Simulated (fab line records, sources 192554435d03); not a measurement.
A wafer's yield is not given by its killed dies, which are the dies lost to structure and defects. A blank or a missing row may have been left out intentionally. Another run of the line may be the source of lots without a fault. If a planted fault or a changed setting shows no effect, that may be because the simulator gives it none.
Which tool is to blame? + flow n5 finfet + Sampling: 9 lots, 27 wafers, 6 of 1938 route steps

WHAT THE GAUGES READ, wafer by wafer
N5_MOL_CONTACT_COAG_INSPECT_57: inspects for defects (brightfield).
| lot  | measured     | on                | raw defect count |
|------|--------------|-------------------|------------------|
| L526 | day 6 08:00  | defect inspect-01 | 130 134 181      |
| L528 | day 6 13:51  | defect inspect-01 | 197 242 293      |
| L532 | day 7 12:17  | defect inspect-01 | 232 174 273      |
| L534 | day 8 05:13  | defect inspect-01 | 221 165 761      |
| L538 | day 9 01:43  | defect inspect-01 | 237 820 224      |
| L539 | day 9 09:45  | defect inspect-01 | 221 187 240      |
| L542 | day 10 01:37 | defect inspect-02 | 205 191 115      |
| L544 | day 10 15:37 | defect inspect-01 | 238 254 212      |
| L545 | day 10 18:27 | defect inspect-02 | 199 186 163      |

N5_BEOL_M4_RC_MEAS_101.
| lot  | measured     | on        | DIBL_N (mV/V)  | DIBL_P (mV/V)  | IOFF_N (nA/um) | IOFF_P (nA/um) | ION_N (uA/um) | ION_P (uA/um) | SS_N (mV/dec)  | SS_P (mV/dec)  | VT_N (mV)   | VT_P (mV)      |
|------|--------------|-----------|----------------|----------------|----------------|----------------|---------------|---------------|----------------|----------------|-------------|----------------|
| L526 | day 9 01:31  | prober-01 | 37.5 35.6 39.1 | 39.8 37.9 42.1 | 0.24 0.21 0.29 | 0.25 0.21 0.29 | 685 682 690   | 460 458 464   | 72.3 71.8 73.6 | 73.0 72.4 74.3 | 243 245 239 | -250 -249 -245 |
| L528 | day 9 16:16  | prober-02 | 35.2 34.3 34.7 | 35.5 34.4 35.5 | 0.16 0.14 0.16 | 0.21 0.19 0.21 | 673 659 670   | 459 455 465   | 70.9 71.2 71.2 | 73.5 71.9 73.0 | 247 251 249 | -252 -253 -251 |
| L532 | day 10 00:35 | prober-02 | 36.4 36.1 36.8 | 38.1 37.2 39.0 | 0.17 0.16 0.17 | 0.24 0.21 0.26 | 674 667 670   | 467 455 467   | 72.1 71.4 72.0 | 74.4 74.4 74.6 | 252 251 252 | -249 -252 -248 |
| L534 | day 11 02:34 | prober-02 | 39.9 36.0 35.6 | 40.9 37.5 36.3 | 0.24 0.17 0.16 | 0.29 0.23 0.21 | 703 685 681   | 474 474 461   | 72.0 71.5 71.8 | 73.6 73.0 72.6 | 242 248 247 | -246 -247 -250 |
| L538 | day 11 15:26 | prober-02 | 34.9 35.7 33.0 | 35.9 35.8 32.4 | 0.14 0.15 0.10 | 0.17 0.17 0.13 | 665 678 660   | 454 457 447   | 70.8 70.9 71.0 | 73.4 72.5 71.2 | 251 251 257 | -255 -255 -258 |
| L539 | day 12 04:41 | prober-02 | 37.7 36.5 36.4 | 36.8 34.2 34.9 | 0.17 0.15 0.14 | 0.17 0.15 0.15 | 680 668 674   | 453 450 454   | 71.8 71.5 70.8 | 73.3 73.3 72.7 | 248 253 250 | -259 -258 -259 |
| L542 | day 12 23:26 | prober-02 | 39.4 35.8 37.2 | 39.6 34.8 37.5 | 0.22 0.13 0.18 | 0.27 0.18 0.23 | 699 669 688   | 475 462 471   | 71.7 71.5 71.2 | 73.7 72.2 74.1 | 244 255 248 | -247 -251 -250 |
| L544 | day 13 05:31 | prober-02 | 36.2 34.7 35.2 | 34.5 33.2 33.5 | 0.15 0.13 0.14 | 0.20 0.17 0.18 | 660 667 661   | 455 455 450   | 72.0 70.9 71.3 | 73.7 73.3 73.4 | 249 250 251 | -250 -255 -251 |
| L545 | day 13 08:58 | prober-02 | 36.2 38.1 38.4 | 35.5 37.5 38.9 | 0.14 0.18 0.20 | 0.17 0.20 0.23 | 662 671 693   | 453 455 465   | 71.2 71.8 71.8 | 73.1 73.8 74.1 | 253 248 248 | -256 -251 -253 |

EACH LOT AND THE TOOL THAT RAN IT (in order: tool; ch and the chambers of the sampled wafers; start)
| lot  | N5_MOL_CONTACT_COAG_PRE_CLEAN_141 | N5_MOL_CONTACT_COAG_SPUTTER_130 | N5_MOL_CONTACT_COAG_CMP_28    | N5_MOL_CONTACT_COAG_ETCHBACK_135   |
|------|-----------------------------------|---------------------------------|-------------------------------|------------------------------------|
| L526 | pvd sputter-03, day 6 02:13       | pvd sputter-01, day 6 04:09     | cmp-01 ch 0,1, day 6 06:47    | rie diel-05 ch 0,1,2, day 6 08:45  |
| L528 | pvd sputter-02, day 6 07:43       | pvd sputter-02, day 6 09:49     | cmp-01 ch 0,3, day 6 12:35    | rie diel-04 ch 0,2,3, day 6 14:19  |
| L532 | pvd sputter-03, day 7 06:09       | pvd sputter-01, day 7 08:27     | cmp-03 ch 1,2, day 7 11:03    | rie diel-03 ch 1,2,3, day 7 12:45  |
| L534 | pvd sputter-02, day 7 22:31       | pvd sputter-02, day 8 00:53     | cmp-01 ch 0,1,2, day 8 03:49  | rie diel-03 ch 0,1,3, day 8 06:19  |
| L538 | pvd sputter-02, day 8 19:13       | pvd sputter-03, day 8 21:37     | cmp-01 ch 0,2,3, day 9 00:19  | rie diel-05 ch 1,2,3, day 9 02:12  |
| L539 | pvd sputter-02, day 9 02:08       | pvd sputter-03, day 9 05:14     | cmp-03 ch 1,2, day 9 07:49    | rie diel-05 ch 0,1,3, day 9 10:15  |
| L542 | pvd sputter-03, day 9 18:57       | pvd sputter-01, day 9 21:32     | cmp-03 ch 2,3, day 10 00:13   | rie diel-05 ch 0,1,2, day 10 02:05 |
| L544 | pvd sputter-02, day 10 09:22      | pvd sputter-02, day 10 11:44    | cmp-04 ch 0,2,3, day 10 14:28 | rie diel-05 ch 2,3, day 10 16:05   |
| L545 | pvd sputter-01, day 10 11:52      | pvd sputter-01, day 10 14:37    | cmp-04 ch 1,2,3, day 10 17:11 | rie diel-05 ch 0,1,3, day 10 18:58 |
- N5_MOL_CONTACT_COAG_PRE_CLEAN_141: time 60 s.
- N5_MOL_CONTACT_COAG_SPUTTER_130: material Co, target thk 47.5 nm.
- N5_MOL_CONTACT_COAG_CMP_28: polishes, stops on SiNx, t overpolish 0.85 s, target thk 14.522 nm.
- N5_MOL_CONTACT_COAG_ETCHBACK_135: etches SiO2 in CHF3, target depth 25 nm, time 16.7 s.

WHAT THE TOOLS THEMSELVES READ (means of the sampled wafers that have a number; where no wafer has one, the mark that the record gives instead)
N5_MOL_CONTACT_COAG_PRE_CLEAN_141.
| lot  | tool           | heater power w (W) |
|------|----------------|--------------------|
| L526 | pvd sputter-03 | 450                |
| L528 | pvd sputter-02 | 442                |
| L532 | pvd sputter-03 | 453                |
| L534 | pvd sputter-02 | 434                |
| L538 | pvd sputter-02 | 417                |
| L539 | pvd sputter-02 | 428                |
| L542 | pvd sputter-03 | 459                |
| L544 | pvd sputter-02 | 430                |
| L545 | pvd sputter-01 | 441                |

N5_MOL_CONTACT_COAG_SPUTTER_130.
| lot  | tool           | substrate temp c (C) | throttle valve pct (%) |
|------|----------------|----------------------|------------------------|
| L526 | pvd sputter-01 | 24.89                | 29.3                   |
| L528 | pvd sputter-02 | 24.90                | 29.6                   |
| L532 | pvd sputter-01 | 24.90                | 30.0                   |
| L534 | pvd sputter-02 | 25.03                | 29.3                   |
| L538 | pvd sputter-03 | 24.91                | 29.7                   |
| L539 | pvd sputter-03 | 24.84                | 30.4                   |
| L542 | pvd sputter-01 | 25.02                | 31.2                   |
| L544 | pvd sputter-02 | 25.05                | 29.4                   |
| L545 | pvd sputter-01 | 25.04                | 29.9                   |

N5_MOL_CONTACT_COAG_CMP_28.
| lot  | tool   | motor current A (A) | platen rpm (rpm) | slurry flow ml min | time to endpoint s (s) |
|------|--------|---------------------|------------------|--------------------|------------------------|
| L526 | cmp-01 | 13.2                | 51.79            | 149.3              | 8.1                    |
| L528 | cmp-01 | 13.1                | 51.80            | 149.8              | 5.3                    |
| L532 | cmp-03 | 11.5                | 51.83            | 150.3              | 4.6                    |
| L534 | cmp-01 | 12.7                | 51.78            | 150.4              | 4.9                    |
| L538 | cmp-01 | 12.7                | 51.81            | 150.0              | 5.3                    |
| L539 | cmp-03 | 12.3                | 51.81            | 149.9              | 4.1                    |
| L542 | cmp-03 | 11.3                | 51.78            | 150.2              | 5.7                    |
| L544 | cmp-04 | 12.0                | 51.78            | 149.8              | 6.0                    |
| L545 | cmp-04 | 13.2                | 51.80            | 150.2              | 8.3                    |

N5_MOL_CONTACT_COAG_ETCHBACK_135.
| lot  | tool        | CHF3_flow_sccm (sccm) | chamber pressure mTorr (mTorr) | drypump motor current A (A) | oes product au (a.u.) | rf vpp V (V) | showerhead plenum p Torr (Torr) | throttle valve pct (%) |
|------|-------------|-----------------------|--------------------------------|-----------------------------|-----------------------|--------------|---------------------------------|------------------------|
| L526 | rie diel-05 | 50.01                 | 29.974                         | 5.5                         | 0.88                  | 523          | 2.37                            | 18.42                  |
| L528 | rie diel-04 | 50.09                 | 30.005                         | 5.9                         | 0.80                  | 525          | 2.36                            | 18.86                  |
| L532 | rie diel-03 | 49.96                 | 29.964                         | 6.0                         | 0.77                  | 521          | 2.35                            | 18.70                  |
| L534 | rie diel-03 | 49.89                 | 29.994                         | 5.8                         | 0.77                  | 518          | 2.35                            | 18.78                  |
| L538 | rie diel-05 | 50.16                 | 30.017                         | 5.5                         | 0.79                  | 524          | 2.36                            | 18.60                  |
| L539 | rie diel-05 | 50.04                 | 30.008                         | 5.6                         | 0.82                  | 530          | 2.40                            | 18.60                  |
| L542 | rie diel-05 | 50.04                 | 30.009                         | 5.5                         | 0.83                  | 523          | 2.35                            | 18.48                  |
| L544 | rie diel-05 | 49.91                 | 29.992                         | 5.5                         | 0.72                  | 534          | 2.39                            | 18.66                  |
| L545 | rie diel-05 | 50.01                 | 30.002                         | 5.6                         | 0.80                  | 530          | 2.40                            | 18.62                  |

THE ANSWER, worked out from the rows above alone
Rule: usual is defined by the lots themselves. The widest of any qualifying gaps counts: lots, ordered by their means at a reading, are off when they make up no more than a third of the lots, leave a main group of 4 or more, and stand apart from it by 3 or more times the standard deviation of that group's means. Not used: any main group whose means are identical at the precision the tables above print for the reading. A lot without any number at a reading at which 4 lots or more have one is off too. The other lots that the step has rows for count as sound. After the gauges, taken in route order, come the tools' own readings; for these a lot's mean is taken, as printed above. The first step at which some lot is off is used, and at that step the reading that is off furthest; a lot without a number counts as furthest.
Off at N5_MOL_CONTACT_COAG_INSPECT_57 (raw defect count): L534, L538. The main group: mean 203, standard deviation 34.
A tool fits if, at a process step before that reading, it ran every lot that is off, and no sound lot after the first of them. The gauges at N5_MOL_CONTACT_COAG_INSPECT_57 are tried like those tools. One fits: cmp-01 at N5_MOL_CONTACT_COAG_CMP_28. Its last sound lot is L528 (day 6 12:35), its first lot that is off L534 (day 8 03:49): a fault that began between those two fits.

WHAT THE SIMULATOR HAD PUT IN
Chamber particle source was cmp-01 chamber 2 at N5_MOL_CONTACT_COAG_CMP_28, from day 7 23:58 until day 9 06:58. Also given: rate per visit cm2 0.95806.
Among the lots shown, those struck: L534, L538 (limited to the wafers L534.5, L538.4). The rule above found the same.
